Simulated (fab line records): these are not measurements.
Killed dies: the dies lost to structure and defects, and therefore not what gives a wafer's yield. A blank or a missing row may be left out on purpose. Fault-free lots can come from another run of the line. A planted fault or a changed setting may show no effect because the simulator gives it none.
A struck lot beside a sound one || flow nand-harc || 15 steps out of a route of 1159
Sound: these wafers, L116.2, L116.5, L116.6. Wafers L128.1, L128.5, L128.6 were the ones struck. Last of all comes the cause.
At each step with rows: each side's tool, then ch and its chambers, then its first start. Under that, the readings that differ: sound wafers || struck wafers || difference of the means || sigmas: that difference in standard deviations of wafers without a fault.
alike: words and numbers the same on both sides, and readings whose means are apart by under 2 such deviations; not compared: readings that were withheld, readings missing a value for some wafer, numbers with overlapping values and no deviation given by the record, and bounds like >300 which may hide the same value.
A row with sigmas, a row that says differs or no value, or rows on one side alone: a step with any of these is where the two part. Numbers that have no deviation but don't overlap get no sigmas and don't part them. A reading that every wafer of one side lacks parts them only if that side has two wafers or more.

NHARC_P_M2_CD_MEAS_09: target cd 170 nm.
  sound on cd-sem-01 ch 0, day 6 20:23; struck on cd-sem-01 ch 0, day 9 23:52
  alike: cd-nm
NHARC_P_M2_OVL_MEAS_10: pitch 340 nm.
  sound: overlay-01 at day 6 20:28; struck: overlay-02 at day 9 23:57
  alike: overlay-x-nm, overlay-y-nm
NHARC_P_M2_INSPECT_11:
  sound: defect-inspect-02 at day 6 20:30; struck: defect-inspect-01 at day 9 23:59
  alike: raw-defect-count
then, 1 step without rows for these wafers: NHARC_P_M2_DESCUM_14 (chemistry O2, time 3 s).
NHARC_P_M2_ETCH_35: etches the open film in N2/H2, target depth 40 nm, overetch 12 nm, time 43.94 s.
  sound on rie-diel-02 ch 0,1,2, day 6 20:40; struck on rie-diel-02 ch 2,3, day 10 00:08
  alike: drypump-motor-current-A, oes-product-au, rf-vpp-V, showerhead-plenum-p-Torr, throttle-valve-pct
  not compared: rf-hours-counter-h
then, 1 step without rows for these wafers: NHARC_P_M2_ETCH_15 (etches the open film in C4F8/Ar, target depth 182.5 nm, time 91.2 s).
NHARC_P_M2_CD_MEAS_16:
  sound: cd-sem-03 at day 6 20:53; struck: cd-sem-01 at day 10 00:22
  alike: cd-nm
NHARC_P_M2_STRIP_18: strips in N2/H2.
  sound on rie-diel-05 ch 0,3, day 6 20:59; struck on rie-diel-02 ch 0,1,2, day 10 00:31
  alike: drypump-motor-current-A, oes-product-au, rf-vpp-V, showerhead-plenum-p-Torr, throttle-valve-pct
  not compared: rf-hours-counter-h
then, 2 steps without rows for these wafers: NHARC_P_M2_ETCH_28 (etches the open film in CF4/N2, target depth 30 nm, time 72.99 s); NHARC_P_M2_STRIP_19 (strips in post etch residue remover, time 600 s).
NHARC_P_M2_DEGAS_29: time 60 s.
  sound: pvd-sputter-01 at day 6 21:35; struck: pvd-sputter-01 at day 10 01:08
  alike: heater-power-w
NHARC_P_M2_PRE_CLEAN_30: time 30 s.
  sound on pvd-sputter-01; struck on pvd-sputter-01
  alike: heater-power-w
NHARC_P_M2_PVD_20: deposits TaN, target thk 5 nm, time 8.06 s.
  sound: pvd-sputter-01 at day 6 21:43; struck: pvd-sputter-01 at day 10 01:32
  alike: throttle-valve-pct
NHARC_P_M2_PVD_21: deposits Cu, target thk 30 nm, time 20.49 s.
  sound on pvd-sputter-01; struck on pvd-sputter-01
  alike: throttle-valve-pct
next, for these wafers, 1 step has no rows: NHARC_END_SORT_01.

WHERE THEY PART
Nowhere in this record.

WHY: the cause the simulator had injected
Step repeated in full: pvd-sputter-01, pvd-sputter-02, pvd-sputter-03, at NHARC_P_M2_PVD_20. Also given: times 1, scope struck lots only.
